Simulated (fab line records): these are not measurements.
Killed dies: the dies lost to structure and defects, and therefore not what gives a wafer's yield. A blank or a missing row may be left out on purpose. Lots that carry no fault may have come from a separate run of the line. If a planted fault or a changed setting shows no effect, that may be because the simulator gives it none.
A struck lot beside a sound one || flow n5 finfet || 37 out of 1938 route steps
Sound: wafers L800.3, L800.4, L800.6. Struck: wafers L804.1, L804.4 (left out: L804.5, a lot-mate that was not struck); the cause follows at the end.
Each step with rows lists, per side, the tool, then ch with its chambers, then its first start. Under that, the readings that differ: sound wafers || struck wafers || difference of the means || sigmas: that difference in standard deviations of wafers without a fault.
alike: words and numbers the same on both sides, and readings whose means are apart by under 2 such deviations; not compared: readings that were withheld, readings missing a value for some wafer, numbers with overlapping values and no deviation given by the record, and bounds like >300 which may hide the same value.
Wherever a step has rows on one side only, a row that says differs or no value, or a row with sigmas, the two part there. Non-overlapping numbers with no deviation appear without sigmas and do not part them. A reading that every wafer of one side lacks parts them only if that side has two wafers or more.

first, 9 steps without rows for these wafers: N5_BEOL_M4_ANNEAL_95 (time 240 s); N5_BEOL_M4_SPUTTER_96 (material Cu, target thk 4.5 nm, time 8.29 s); N5_BEOL_M4_ECD_50 (material Cu, target thk 300 nm); N5_BEOL_M4_ANNEAL_51 (time 90 s); N5_BEOL_M4_CMP_52 (polishes, stops on SiOC, t overpolish 6.8 s, target thk 40 nm); N5_BEOL_M4_PRE_CLEAN_60 (time 15 s); N5_BEOL_M4_CO_CAP_55 (material Co, precursor CCTBA/H2, target thk 2 nm, time 102.1 s); N5_BEOL_M4_PRE_CLEAN_56 (time 15 s); N5_BEOL_M4_DEP_57 (deposits SiCN from 3MS/NH3, target thk 8 nm, time 14 s).
N5_BEOL_M4_RC_MEAS_101:
  sound on prober-02 ch 0, day 8 08:04; struck on prober-02 ch 0, day 9 02:42
  alike: DIBL_N, DIBL_P, IOFF_N, IOFF_P, ION_N, ION_P, SS_N, SS_P, VT_N, VT_P
then, 24 steps without rows for these wafers: N5_BEOL_M5_ILD_DEP_00 (deposits SiCOH lowk from DEMS/porogen, target thk 140.64 nm, time 25.9 s); N5_BEOL_M5_CURE_79 (cures SiCOH lowk, time 240 s); N5_BEOL_M5_PECVD_70 (deposits SiO2 from TEOS/O2, target thk 16 nm, time 18 s); N5_BEOL_M5_HM_DEP_02 (deposits TiN, target thk 20 nm); N5_BEOL_M5_COAT_59 (time 60 s, resist thk 60 nm); N5_BEOL_M5_COAT_60 (time 60 s, resist thk 12 nm); N5_BEOL_M5_COAT_71 (time 60 s, resist thk 5 nm); N5_BEOL_M5_COAT_05 (resist thk 30 nm); N5_BEOL_M5_EBR_07; N5_BEOL_M5_SOFTBAKE_06 (time 60 s); N5_BEOL_M5_EXPOSE_08 (exposes mask M5, target cd 28 nm); N5_BEOL_M5_PEB_09 (peb time 60 s); N5_BEOL_M5_DEVELOP_10 (develop time 30 s); N5_BEOL_M5_DESCUM_16 (chemistry O2, time 7 s); N5_BEOL_M5_ETCH_72 (etches underlayer in N2/H2, target depth 6.5 nm, time 5.2 s); N5_BEOL_M5_ETCH_61 (etches SiARC in CF4, target depth 15.6 nm, time 26 s); N5_BEOL_M5_ETCH_62 (etches SOC in N2/H2, target depth 75 nm, overetch 15 nm, time 112.5 s); N5_BEOL_M5_STRIP_63 (strips in N2/H2); N5_BEOL_M5_STRIP_73 (strips in N2/H2); N5_BEOL_M5_STRIP_64 (strips in CF4); N5_BEOL_M5_HM_OPEN_17 (chemistry Cl2/BCl3, target TiN, target depth 20 nm, overetch 6 nm); N5_BEOL_M5_STRIP_19 (strips in O2); N5_BEOL_M5_COAT_65 (time 60 s, resist thk 60 nm); N5_BEOL_M5_COAT_66 (time 60 s, resist thk 12 nm).
-- record jumps: 2 days separate the struck wafers' starts on either side; left off in module BEOL_M5, taken up again in module BEOL_M12, whose first shown step is the route's number 1608 --
N5_BEOL_M12_EXPOSE_07: exposes mask V11.
  sound on krf scanner-02 ch 0, day 10 18:46; struck on krf scanner-02 ch 0, day 11 12:59
  alike: mask
N5_BEOL_M12_CD_MEAS_10: target cd 140 nm.
  sound on cd sem-03 ch 0, day 10 18:56; struck on cd sem-01 ch 0, day 11 13:10
{"reading": "cd nm (nm)", "sound": "138.7 138.5 139.2", "struck": "104.4 104.2", "difference": -34.5, "sigmas": -14}
N5_PASSIVATION_PROBE_49:
  rows exist in the record for the struck wafers here (prober-02, day 13 02:31), but not for the sound ones

WHERE THEY PART
Last at N5_PASSIVATION_PROBE_49 as far as this record goes, first at N5_BEOL_M12_CD_MEAS_10.

WHY: whatever the simulator had introduced
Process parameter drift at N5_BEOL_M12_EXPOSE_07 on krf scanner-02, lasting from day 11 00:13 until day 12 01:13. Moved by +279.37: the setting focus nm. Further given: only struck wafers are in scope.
